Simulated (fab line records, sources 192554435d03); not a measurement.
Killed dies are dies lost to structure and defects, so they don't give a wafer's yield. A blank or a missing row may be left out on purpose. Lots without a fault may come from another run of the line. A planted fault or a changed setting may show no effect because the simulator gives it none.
Chamber matching | flow n5_finfet | N5_FIN_SAQP_ALD_61 on ald_sin-02: 4 sister chambers
The step deposits SiO2, target thk 4 nm, pulse time 1 s, purge time 2 s. 4 wafers are shown with their chamber, then 8 later ones without.

WAFERS WITH THEIR CHAMBER
wafer  | chamber | heater_power_w (W)
L078.5 | 1       | 513
L084.5 | 2       | 463
L084.6 | 3       | 480
L088.1 | 0       | 433

WAFERS WITHOUT THEIR CHAMBER
wafer  | heater_power_w (W)
L088.2 | 455
L088.4 | 468
L094.2 | 511
L094.3 | 468
L094.4 | 469
L096.1 | 518
L096.2 | 455
L096.4 | 466

WHICH CHAMBER EACH WENT THROUGH
wafer  | from the rows above     | in truth
L088.2 | 2                       | 2
L088.4 | can't be placed: 2 or 3 | 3
L094.2 | 1                       | 1
L094.3 | can't be placed: 2 or 3 | 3
L094.4 | can't be placed: 2 or 3 | 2
L096.1 | 1                       | 1
L096.2 | 2                       | 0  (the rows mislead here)
L096.4 | can't be placed: 2 or 3 | 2
Placed correctly: 3 of 8. Can't be placed from these rows: 4 (the true chamber is among the candidates in 4). Placed wrongly: 1.
How it was worked out, from the rows above alone: a wafer's distance from a chamber is the root of the sum, over the readings, of the square of ((its reading less the chamber's mean) divided by the reading's scatter). The wafer belongs to the nearest chamber; if the next one is less than 2 further off, it can't be placed. A chamber's mean is the mean of its shown wafers. The scatter: with one shown wafer a chamber, the root of the mean of the squares of how far each hidden wafer lies from its nearest shown one.
